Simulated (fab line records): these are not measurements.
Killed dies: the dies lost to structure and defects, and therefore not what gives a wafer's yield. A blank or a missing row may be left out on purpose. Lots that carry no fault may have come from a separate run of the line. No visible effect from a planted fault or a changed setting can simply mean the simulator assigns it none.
fab line records | flow n5Finfet
[record] lots = 12 | wafers = 34 | lastDay = 17
route steps=1938 shown BEOL_M5@1162 PASS1_CAP@1874 PASSIVATION@1926
lots that met no fault: taken from a fault-free run of the same line
startH: start of the lot's first displayed wafer, in hours after the record's first day | waitH: how many hours have passed since the lot's step before this one | " unchanged from the row above | L1.1+2: several wafers, shown together as one row | - no value, or no start was given | * or withheld: withheld | < > ~ a bound
route shown NAME@n: names a module that has steps shown in the file, with the first one's number in the route | usual: mean/standard deviation of fault-free wafers | same: alike in all rows | chamber/n: place in a boat | sites: readings site by site | _std_site: their standard deviation | _edge_site: inner sites' mean taken away from outer sites' mean | radiusMm: for every site, how far away it sits from the centre of the wafer | mask NAME#n: copy n | behind: the most recent tool/chamber to have shaped the wafer | hold: cause of the lot's hold/its duration in hours/its outcome | device: names the non-switching transistor (n, p or np) | end of line: the same wafers' tests at the end of the route | for a step that has no rows: nothing shown but its recipe | killed: not the wafer's yield, but the dies lost to structure and defects at the first sort | map: shows each die of a wafer: x if killed, . if not, _ if none is there
set.NAME: the setting as run; set.NAME@STEP: as run at that earlier step | model.NAME: the simulator's own value behind a step, which no gauge read
one table for each step of the route and one row for each wafer, over a sample of lots
services: from which hour (startH, from the record's first day; less than 0 if before it) a tool's chamber was out of use, for how many hours, and why
[[steps]]
[step N5_BEOL_M5_STRIP_91]
[recipe] chemistry = N2/H2 | timeS = 10 | powerW = 450 | tempC = 40 | pressureMtorr = 20 | rfFrequencyHz = 6e+07 | biasPowerW = 7 | n2FlowSccm = 200 | h2FlowSccm = 200
[usual] biasPowerW = 7.001/0.02 | drypumpMotorCurrentA = 6.0/0.48 | oesProductAu = 0.81/0.096 | rfVppV = 59.3/0.92 | showerheadPlenumPTorr = 2.53/0.072 | throttleValvePct = 23.4/0.4
lot.wafer | tool       | chamber | startH | waitH | biasPowerW | drypumpMotorCurrentA | oesProductAu | rfHoursCounterH | rfVppV | showerheadPlenumPTorr | throttleValvePct
L790.2    | rieDiel-02 | 0       | 179.34 | -     | 6.961      | 6.3                  | 0.70         | 212             | 59.7   | 2.59                  | 23.1
L790.4    | "          | 3       | "      | "     | 6.988      | 5.3                  | 0.85         | -               | 58.8   | 2.47                  | 23.2
L790.5    | "          | 0       | "      | "     | 7.011      | 6.3                  | 0.70         | -               | 58.8   | 2.59                  | 23.1
L791.1    | rieDiel-03 | 0       | 179.52 | -     | 6.979      | 6.2                  | 1.00         | 2               | 59.5   | 2.50                  | 23.3
L791.2    | "          | 1       | "      | "     | 6.987      | 5.7                  | 0.75         | 175             | 58.2   | 2.39                  | 23.4
L791.5    | "          | 1       | "      | "     | 6.972      | 5.7                  | 0.76         | -               | 59.3   | 2.39                  | 23.4
L796.3    | rieDiel-06 | 1       | 212.66 | -     | 7.014      | 5.5                  | 0.94         | 19              | 59.2   | 2.50                  | 23.6
L796.4    | "          | 3       | "      | "     | 6.982      | 5.4                  | 0.90         | 45              | 61.6   | 2.68                  | 23.1
L796.6    | "          | 3       | "      | "     | 6.990      | 5.4                  | 0.90         | -               | 60.8   | 2.68                  | 23.1
L798.2    | rieDiel-02 | 1       | 220.97 | -     | 6.973      | 6.6                  | 0.78         | 104             | 60.1   | 2.56                  | 23.3
L798.3    | "          | 0       | "      | "     | 7.021      | 6.3                  | 0.69         | 225             | 60.9   | 2.59                  | 23.1
L797.3    | rieDiel-03 | 0       | 221.35 | -     | 7.026      | 6.2                  | 0.95         | 15              | 58.3   | 2.50                  | 23.4
L797.4    | "          | 2       | "      | "     | 7.028      | 6.6                  | 0.93         | 24              | 60.6   | 2.57                  | 22.8
L797.6    | "          | 0       | "      | "     | 7.014      | 6.2                  | 0.95         | -               | 58.9   | 2.50                  | 23.4
L800.2    | rieDiel-02 | 0       | 225.51 | -     | 7.030      | 6.3                  | 0.69         | 226             | 59.3   | 2.59                  | 23.1
L800.3    | "          | 3       | "      | "     | 7.014      | 5.3                  | 0.85         | 66              | 59.4   | 2.47                  | 23.2
L800.4    | "          | 2       | "      | "     | 7.009      | 6.1                  | 0.97         | 9               | 58.4   | 2.52                  | 24.2
L801.1    | rieDiel-03 | 2       | 243.36 | -     | 7.005      | 6.6                  | 0.91         | 31              | 59.5   | 2.56                  | 22.8
L801.5    | "          | 3       | "      | "     | 6.995      | 5.7                  | 0.69         | -               | 59.7   | 2.61                  | 23.9
L802.1    | rieDiel-02 | 0       | 251.46 | -     | 6.968      | 6.3                  | 0.68         | 234             | 59.9   | 2.58                  | 23.1
L802.2    | "          | 3       | "      | "     | 6.997      | 5.3                  | 0.82         | 74              | 59.1   | 2.46                  | 23.2
L802.6    | "          | 1       | "      | "     | 6.998      | 6.6                  | 0.78         | -               | 58.8   | 2.55                  | 23.3
L804.2    | rieDiel-03 | 3       | 259.55 | -     | 6.994      | 5.7                  | 0.67         | 240             | 59.1   | 2.61                  | 23.9
L804.5    | "          | 2       | "      | "     | 6.975      | 6.6                  | 0.89         | -               | 59.3   | 2.56                  | 22.8
L804.6    | "          | 1       | "      | "     | 7.002      | 5.7                  | 0.73         | -               | 58.9   | 2.38                  | 23.4
L807.2    | rieDiel-02 | 0       | 284.00 | -     | 7.041      | 6.3                  | 0.67         | 243             | 59.8   | 2.58                  | 23.1
L807.4    | "          | 3       | "      | "     | 6.987      | 5.3                  | 0.81         | 84              | 61.0   | 2.46                  | 23.2
L807.6    | "          | 1       | "      | "     | 6.997      | 6.6                  | 0.77         | -               | 58.6   | 2.55                  | 23.3
L809.2    | rieDiel-02 | 3       | 291.18 | -     | 7.001      | 5.2                  | 0.80         | 87              | 59.6   | 2.46                  | 23.2
L809.3    | "          | 2       | "      | "     | 7.036      | 6.1                  | 0.90         | 30              | 60.2   | 2.52                  | 24.3
L809.5    | "          | 3       | "      | "     | 6.997      | 5.3                  | 0.80         | -               | 59.9   | 2.46                  | 23.2
L812.2    | rieDiel-02 | 2       | 314.97 | -     | 7.004      | 6.1                  | 0.88         | 38              | 59.4   | 2.51                  | 24.3
L812.4    | "          | 2       | "      | "     | 7.008      | 6.1                  | 0.88         | -               | 57.9   | 2.51                  | 24.3
L812.6    | "          | 3       | "      | "     | 6.981      | 5.2                  | 0.79         | -               | 61.6   | 2.46                  | 23.3
[step N5_PASSIVATION_PECVD_01]
[recipe] material = SiNx | targetThkA = 2000 | tempC = 400 | precursor = SiH4/NH3/N2 | pressureTorr = 4.9 | rfW = 1406 | timeS = 43.2
[usual] heaterPowerW = 388/78 | showerheadPlenumPTorr = 8.65/0.076 | throttleValvePct = 29.8/1.6
lot.wafer | tool     | chamber | startH | waitH | heaterPowerW | showerheadPlenumPTorr | throttleValvePct
L791.1    | pecvd-04 | 1       | 278.13 | 0.0   | 374          | 8.75                  | 30.8
L791.2    | "        | 0       | "      | "     | 445          | 8.61                  | 31.2
L791.5    | "        | 0       | "      | "     | 464          | 8.61                  | 31.5
L790.2    | pecvd-03 | 1       | 281.23 | 0.0   | 245          | 8.59                  | 29.2
L790.4    | "        | 2       | "      | "     | 417          | 8.78                  | 28.7
L790.5    | "        | 0       | "      | "     | 453          | 8.59                  | 32.3
L796.3    | pecvd-04 | 2       | 304.65 | 0.0   | 308          | 8.62                  | 27.8
L796.4    | "        | 2       | "      | "     | 323          | 8.62                  | 27.8
L796.6    | "        | 0       | "      | "     | 478          | 8.60                  | 31.3
L798.2    | pecvd-04 | 2       | 305.84 | 0.0   | 449          | 8.60                  | 27.6
L798.3    | "        | 0       | "      | "     | 455          | 8.58                  | 31.6
L797.3    | pecvd-04 | 2       | 310.22 | 0.0   | 381          | 8.59                  | 27.9
L797.4    | "        | 2       | "      | "     | 380          | 8.59                  | 27.8
L797.6    | "        | 0       | "      | "     | 409          | 8.59                  | 31.5
L800.2    | pecvd-03 | 1       | 320.15 | 0.0   | 360          | 8.61                  | 29.1
L800.3    | "        | 0       | "      | "     | 444          | 8.58                  | 32.3
L800.4    | "        | 0       | "      | "     | 437          | 8.59                  | 32.1
L801.1    | pecvd-03 | 2       | 341.25 | 0.0   | 378          | 8.81                  | 28.8
L801.5    | "        | 0       | "      | "     | 382          | 8.58                  | 32.5
L802.1    | pecvd-04 | 1       | 346.45 | 0.0   | 439          | 8.77                  | 30.5
L802.2    | "        | 2       | "      | "     | 433          | 8.60                  | 28.1
L802.6    | "        | 1       | "      | "     | 425          | 8.74                  | 30.6
L804.2    | pecvd-02 | 2       | 355.16 | 0.0   | 210          | 8.58                  | 28.9
L804.5    | "        | 0       | "      | "     | 548          | 8.69                  | 27.6
L804.6    | "        | 1       | "      | "     | 290          | 8.69                  | 31.0
L807.2    | pecvd-02 | 0       | 372.74 | 0.0   | 518          | 8.70                  | 27.7
L807.4    | "        | 1       | "      | "     | 329          | 8.71                  | 30.6
L807.6    | "        | 2       | "      | "     | 195          | 8.58                  | 28.8
L809.2    | pecvd-04 | 0       | 391.12 | 0.0   | 436          | 8.61                  | 31.7
L809.3    | "        | 0       | "      | "     | 454          | 8.59                  | 31.6
L809.5    | "        | 0       | "      | "     | 458          | 8.62                  | 31.7
L812.2    | pecvd-04 | 0       | 405.88 | 0.0   | 494          | 8.58                  | 31.5
L812.4    | "        | 2       | "      | "     | 389          | 8.60                  | 28.0
L812.6    | "        | 0       | "      | "     | 354          | 8.60                  | 31.5
[step N5_PASSIVATION_OVL_MEAS_66]
[recipe] pointsPerWafer = 44
[usual] PASS_OPEN_OVL = -3/4.9
lot.wafer | tool       | chamber | startH | waitH | PASS_OPEN_OVL[nm]
L791.1    | overlay-02 | 0       | 282.14 | 0.0   | -7
L791.2    | "          | 0       | "      | "     | -2
L791.5    | "          | 0       | "      | "     | -3
L790.2    | overlay-02 | 0       | 286.53 | 0.0   | 7
L790.4    | "          | 0       | "      | "     | 1
L790.5    | "          | 0       | "      | "     | -1
L798.2    | overlay-02 | 0       | 310.32 | 0.0   | -3
L798.3    | "          | 0       | "      | "     | 1
L796.3    | overlay-01 | 0       | 310.62 | 0.0   | -2
L796.4    | "          | 0       | "      | "     | 5
L796.6    | "          | 0       | "      | "     | -2
L797.3    | overlay-01 | 0       | 314.47 | 0.0   | 1
L797.4    | "          | 0       | "      | "     | -2
L797.6    | "          | 0       | "      | "     | 1
L800.2    | overlay-01 | 0       | 325.39 | 0.0   | -10
L800.3    | "          | 0       | "      | "     | -5
L800.4    | "          | 0       | "      | "     | 1
L801.1    | overlay-02 | 0       | 345.72 | 0.0   | -4
L801.5    | "          | 0       | "      | "     | -3
L802.1    | overlay-02 | 0       | 354.09 | 0.0   | 4
L802.2    | "          | 0       | "      | "     | 3
L802.6    | "          | 0       | "      | "     | 3
L804.2    | overlay-01 | 0       | 360.78 | 0.0   | -3
L804.5    | "          | 0       | "      | "     | -2
L804.6    | "          | 0       | "      | "     | -3
L807.2    | overlay-02 | 0       | 377.99 | 0.0   | -6
L807.4    | "          | 0       | "      | "     | -4
L807.6    | "          | 0       | "      | "     | -1
L809.2    | overlay-02 | 0       | 395.17 | 0.0   | -6
L809.3    | "          | 0       | "      | "     | 2
L809.5    | "          | 0       | "      | "     | -1
L812.2    | overlay-02 | 0       | 410.40 | 0.0   | -2
L812.4    | "          | 0       | "      | "     | -3
L812.6    | "          | 0       | "      | "     | -6
[step N5_PASSIVATION_PROBE_49]
[usual] defectLimitedYield = 91.1/1.6 | killed_at_M0_to_M3 = 35/11 | killed_at_M4_up = 13/5.4 | killedAtContacts = 13/6.5 | killedAtFrontEnd = 40/14 | killedAtOther = 4/3.1 | killedDies = 105/18 | killedOpen = 69/14 | killedShort = 34/7.3 | sort_bin_5_function = 5.2/0.96 | sort_bin_6_memory = 3.4/0.77 | sort_bin_8_speed = 0.02/0.13 | sortNPass = 1075/19 | sortYieldPct = 91.1/1.6
[same] grossDies = 1180 | killedAtBackSide = 0 | sort_bin_4_leakage[%] = 0
lot.wafer | tool      | chamber | startH | waitH | defectLimitedYield[%] | killed_at_M0_to_M3 | killed_at_M4_up | killedAtContacts | killedAtFrontEnd | killedAtOther | killedDies | killedOpen | killedShort | sort_bin_5_function[%] | sort_bin_6_memory[%] | sort_bin_8_speed[%] | sortNPass | sortYieldPct[%]
L797.3    | prober-02 | -       | 317.67 | 0.1   | 90.8                  | 33                 | 16              | 19               | 38               | 2             | 108        | 79         | 29          | 6.2                    | 2.8                  | 0                   | 1072      | 90.8
L797.4    | prober-02 | -       | 317.72 | 0.2   | 92.4                  | 25                 | 15              | 20               | 28               | 2             | 90         | 65         | 25          | 4.5                    | 2.9                  | 0                   | 1090      | 92.4
L797.6    | prober-02 | -       | 317.82 | 0.3   | 92.6                  | 25                 | 15              | 19               | 24               | 4             | 87         | 57         | 30          | 4.2                    | 3.0                  | 0                   | 1093      | 92.6
L800.2    | prober-01 | -       | 328.54 | 0.1   | 89.6                  | 51                 | 16              | 12               | 39               | 5             | 123        | 79         | 41          | 6.4                    | 4.0                  | 0                   | 1057      | 89.6
L800.3    | prober-01 | -       | 328.59 | 0.1   | 88.4                  | 45                 | 25              | 14               | 39               | 14            | 137        | 86         | 48          | 5.5                    | 5.3                  | 0                   | 1043      | 88.4
L800.4    | prober-01 | -       | 328.64 | 0.2   | 90.3                  | 25                 | 27              | 21               | 39               | 3             | 115        | 78         | 36          | 5.6                    | 3.6                  | 0                   | 1065      | 90.3
L801.1    | prober-01 | -       | 349.13 | 0.0   | 87.5                  | 25                 | 13              | 17               | 91               | 2             | 148        | 100        | 44          | 7.0                    | 4.8                  | 0                   | 1032      | 87.5
L801.5    | prober-01 | -       | 349.33 | 0.2   | 91.6                  | 39                 | 5               | 7                | 42               | 6             | 99         | 70         | 27          | 5.0                    | 3.1                  | 0                   | 1081      | 91.6
L804.5    | prober-02 | -       | 364.18 | 0.2   | 91.1                  | 29                 | 9               | 24               | 38               | 5             | 105        | 65         | 37          | 4.9                    | 3.2                  | 0                   | 1075      | 91.1
L807.2    | prober-02 | -       | 381.19 | 0.1   | 81.0                  | 54                 | 119             | 9                | 41               | 1             | 224        | 71         | 39          | 12.3                   | 4.3                  | 0                   | 956       | 81.0
L807.4    | prober-02 | -       | 381.29 | 0.2   | 81.8                  | 54                 | 94              | 14               | 50               | 3             | 215        | 88         | 40          | 10.8                   | 4.9                  | 0                   | 965       | 81.8
L807.6    | prober-02 | -       | 381.39 | 0.3   | 78.9                  | 51                 | 127             | 18               | 53               | 0             | 249        | 88         | 39          | 13.8                   | 4.8                  | 0                   | 931       | 78.9
L809.2    | prober-02 | -       | 398.51 | 0.1   | 83.5                  | 42                 | 112             | 11               | 29               | 1             | 195        | 68         | 27          | 10.5                   | 3.9                  | 0                   | 985       | 83.5
L809.3    | prober-02 | -       | 398.56 | 0.1   | 81.9                  | 49                 | 126             | 10               | 27               | 1             | 213        | 72         | 27          | 10.9                   | 4.8                  | 0                   | 967       | 81.9
L809.5    | prober-02 | -       | 398.66 | 0.2   | 84.0                  | 42                 | 95              | 10               | 41               | 1             | 189        | 58         | 35          | 9.7                    | 3.7                  | 0.42                | 986       | 83.6
L812.2    | prober-01 | -       | 413.74 | 0.1   | 80.2                  | 45                 | 130             | 10               | 44               | 5             | 234        | 83         | 27          | 13.3                   | 5.0                  | 0                   | 946       | 80.2
L812.4    | prober-01 | -       | 413.84 | 0.2   | 81.4                  | 35                 | 125             | 8                | 47               | 5             | 220        | 64         | 38          | 11.4                   | 4.5                  | 0                   | 960       | 81.4
L812.6    | prober-01 | -       | 413.94 | 0.3   | 82.8                  | 35                 | 102             | 18               | 45               | 3             | 203        | 69         | 41          | 10.1                   | 4.3                  | 0                   | 977       | 82.8
// killed by level:class
L797.3 MOL_CONTACT_COAG:geometricParticle:open=14 BEOL_M3:geometricParticle:open=9 FIN_SAQP:geometricParticle:open=8 BEOL_M2:geometricParticle:open=8 FIN_SAQP:geometricParticle:short=7 MOL_CONTACT_COAG:geometricParticle:short=5 BEOL_M0_SAQP:geometricParticle:open=5 BEOL_M0_SAQP:geometricParticle:short=5
L797.4 MOL_CONTACT_COAG:geometricParticle:open=17 STI_FIN_REVEAL:geometricParticle:open=7 BEOL_M3:geometricParticle:open=7 BEOL_M1:geometricParticle:open=5 BEOL_M6:geometricParticle:open=5 DUMMY_GATE:geometricParticle:open=4 GATE_CUT:geometricParticle:short=4 BEOL_M0_SAQP:geometricParticle:short=4
L797.6 MOL_CONTACT_COAG:geometricParticle:open=14 BEOL_M3:geometricParticle:open=10 DUMMY_GATE:geometricParticle:open=5 MOL_CONTACT_COAG:geometricParticle:short=5 BEOL_M4:geometricParticle:short=5 FIN_SAQP:geometricParticle:open=4 BEOL_M2:geometricParticle:short=4 BEOL_M3:geometricParticle:short=4
L800.2 BEOL_M3:geometricParticle:open=15 BEOL_M0_SAQP:geometricParticle:open=13 MOL_CONTACT_COAG:geometricParticle:open=10 BEOL_M4:geometricParticle:open=9 BEOL_M0_SAQP:geometricParticle:short=8 GATE_CUT:geometricParticle:short=7 FIN_SAQP:geometricParticle:open=5 FIN_SAQP:geometricParticle:short=5
L800.3 BEOL_M4:geometricParticle:open=15 MOL_CONTACT_COAG:geometricParticle:open=12 FIN_SAQP:geometricParticle:open=11 BEOL_M0_SAQP:geometricParticle:short=9 BEOL_M2:geometricParticle:open=9 BEOL_M3:geometricParticle:open=9 GATE_CUT:geometricParticle:short=7 BEOL_M0_SAQP:geometricParticle:open=7
L800.4 BEOL_M4:geometricParticle:open=17 MOL_CONTACT_COAG:geometricParticle:open=15 BEOL_M3:geometricParticle:open=10 FIN_SAQP:geometricParticle:open=9 MOL_CONTACT_COAG:geometricParticle:short=6 BEOL_M4:geometricParticle:short=6 STI_FIN_REVEAL:geometricParticle:open=5 ILD0:geometricParticle:short=5
L801.1 FIN_SAQP:geometricParticle:open=28 STI_FIN_REVEAL:geometricParticle:open=19 FIN_SAQP:geometricParticle:short=11 DUMMY_GATE:geometricParticle:open=11 MOL_CONTACT_COAG:geometricParticle:open=11 BEOL_M0_SAQP:geometricParticle:open=7 MOL_CONTACT_COAG:geometricParticle:short=6 BEOL_M0_SAQP:geometricParticle:short=6
L801.5 STI_FIN_REVEAL:geometricParticle:open=10 BEOL_M0_SAQP:geometricParticle:open=9 FIN_SAQP:geometricParticle:open=8 BEOL_M3:geometricParticle:open=8 FIN_SAQP:geometricParticle:short=6 MOL_CONTACT_COAG:geometricParticle:open=6 DUMMY_GATE:geometricParticle:open=5 BEOL_M0_SAQP:geometricParticle:short=5
L804.5 MOL_CONTACT_COAG:geometricParticle:open=19 BEOL_M0_SAQP:geometricParticle:short=10 FIN_SAQP:geometricParticle:short=9 STI_FIN_REVEAL:geometricParticle:open=8 BEOL_M3:geometricParticle:open=8 BEOL_M4:geometricParticle:open=6 FIN_SAQP:geometricParticle:open=5 MOL_CONTACT_COAG:geometricParticle:short=5
L807.2 BEOL_M5:unspecified=109 BEOL_M0_SAQP:geometricParticle:open=14 FIN_SAQP:geometricParticle:open=11 BEOL_M1:geometricParticle:open=11 BEOL_M0_SAQP:geometricParticle:short=8 BEOL_M3:geometricParticle:open=8 FIN_SAQP:geometricParticle:short=6 MOL_CONTACT_COAG:geometricParticle:open=6
L807.4 BEOL_M5:unspecified=87 STI_FIN_REVEAL:geometricParticle:open=22 BEOL_M3:geometricParticle:open=15 MOL_CONTACT_COAG:geometricParticle:open=13 BEOL_M1:geometricParticle:open=11 BEOL_M0_SAQP:geometricParticle:open=9 BEOL_M0_SAQP:geometricParticle:short=9 FIN_SAQP:geometricParticle:short=6
L807.6 BEOL_M5:unspecified=118 STI_FIN_REVEAL:geometricParticle:open=23 MOL_CONTACT_COAG:geometricParticle:open=16 BEOL_M1:geometricParticle:short=10 BEOL_M0_SAQP:geometricParticle:open=9 BEOL_M1:geometricParticle:open=9 FIN_SAQP:geometricParticle:open=7 BEOL_M0_SAQP:geometricParticle:short=7
L809.2 BEOL_M5:unspecified=100 MOL_CONTACT_COAG:geometricParticle:open=10 BEOL_M0_SAQP:geometricParticle:short=10 BEOL_M0_SAQP:geometricParticle:open=8 BEOL_M3:geometricParticle:open=8 BEOL_M2:geometricParticle:open=7 STI_FIN_REVEAL:geometricParticle:open=6 BEOL_M1:geometricParticle:open=6
L809.3 BEOL_M5:unspecified=112 BEOL_M0_SAQP:geometricParticle:open=16 BEOL_M0_SAQP:geometricParticle:short=11 MOL_CONTACT_COAG:geometricParticle:open=10 BEOL_M3:geometricParticle:open=8 FIN_SAQP:geometricParticle:open=7 BEOL_M4:geometricParticle:open=6 BEOL_M1:geometricParticle:open=5
L809.5 BEOL_M5:unspecified=84 BEOL_M0_SAQP:geometricParticle:short=11 FIN_CUT:areaEtch=11 FIN_SAQP:geometricParticle:open=9 BEOL_M3:geometricParticle:open=9 BEOL_M2:geometricParticle:open=8 BEOL_M0_SAQP:geometricParticle:open=7 FIN_SAQP:geometricParticle:short=6
L812.2 BEOL_M5:unspecified=121 BEOL_M2:geometricParticle:open=19 STI_FIN_REVEAL:geometricParticle:open=17 DUMMY_GATE:geometricParticle:open=8 MOL_CONTACT_COAG:geometricParticle:open=8 BEOL_M0_SAQP:geometricParticle:open=7 BEOL_M3:geometricParticle:open=6 BEOL_M0_SAQP:geometricParticle:short=5
L812.4 BEOL_M5:unspecified=115 FIN_SAQP:geometricParticle:short=10 STI_FIN_REVEAL:geometricParticle:open=9 BEOL_M0_SAQP:geometricParticle:open=9 DUMMY_GATE:geometricParticle:open=8 FIN_SAQP:geometricParticle:open=7 MOL_CONTACT_COAG:geometricParticle:open=7 BEOL_M0_SAQP:geometricParticle:short=6
L812.6 BEOL_M5:unspecified=90 STI_FIN_REVEAL:geometricParticle:open=14 MOL_CONTACT_COAG:geometricParticle:open=14 BEOL_M0_SAQP:geometricParticle:short=8 BEOL_M0_SAQP:geometricParticle:open=6 BEOL_M3:geometricParticle:short=6 DUMMY_GATE:geometricParticle:open=5 FIN_SAQP:geometricParticle:short=4
[[services]]
tool       | chamber | startH | hours | kind
rieDiel-02 | 2       | 172.46 | -     | clean
rieDiel-02 | 2       | 172.46 | -     | consumableReplace:focusRing
rieDiel-02 | 2       | 172.46 | 20.7  | scheduledDown
rieDiel-02 | 2       | 172.46 | 20.7  | ventCycle
pecvd-02   | 0       | 174.57 | 9.4   | repair
pecvd-04   | 0       | 180.42 | 6.5   | repair
pecvd-02   | -       | 195.94 | 0.3   | repair
pecvd-04   | -       | 204.84 | 5.5   | pm
pecvd-03   | -       | 224.03 | 1.4   | repair
rieDiel-06 | 1       | 268.83 | 5.7   | repair
pecvd-02   | 2       | 283.41 | 20.6  | repair
rieDiel-03 | 0       | 288.35 | 3.7   | repair
pecvd-03   | -       | 290.28 | 1.3   | repair
rieDiel-02 | 0       | 307.50 | -     | clean
rieDiel-02 | 0       | 307.50 | -     | consumableReplace:focusRing
rieDiel-02 | 0       | 307.50 | 16.1  | scheduledDown
rieDiel-02 | 0       | 307.50 | 16.1  | ventCycle
pecvd-04   | 0       | 327.02 | 6.8   | repair
rieDiel-06 | -       | 351.47 | 2.8   | pm
rieDiel-06 | -       | 371.00 | 14.6  | pm
rieDiel-02 | 0       | 376.49 | 31.0  | repair
pecvd-04   | 2       | 378.05 | 2.1   | scheduledDown
pecvd-04   | -       | 378.85 | 0.5   | repair
pecvd-04   | 1       | 383.62 | -     | clean
[[key]]
[firstSign] step = N5_PASSIVATION_PROBE_49 | reading = killed_at_M4_up | direction = up | sigmas = 19 | usual = 13 | struck = 114
[effect] step = N5_PASSIVATION_PROBE_49 | reading = killedDies | direction = up | sigmas = 6 | usual = 105 | struck = 216
[moreKillsBornAt] N5_BEOL_M5_STRIP_91@rieDiel-02 = 936
metAt N5_BEOL_M5_STRIP_91
struckLots L807,L809,L812
[baselineLoss] step = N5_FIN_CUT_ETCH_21 | wafers = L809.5
notActingAt N5_PASSIVATION_PECVD_01,N5_PASSIVATION_OVL_MEAS_66
onsetBetween 251.46 284.00
alsoFits time
[fault] kind = chamberParticleSource | tool = rieDiel-02 | chamber = - | onsetH = 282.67 | steps = N5_BEOL_M5_STRIP_91 | ratePerVisitCm2 = 0.75179 | endH = 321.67
// baselineLoss: these wafers lose ten dies or more at that step, a loss of the line's own and not of a fault; the sort's usual values leave them out
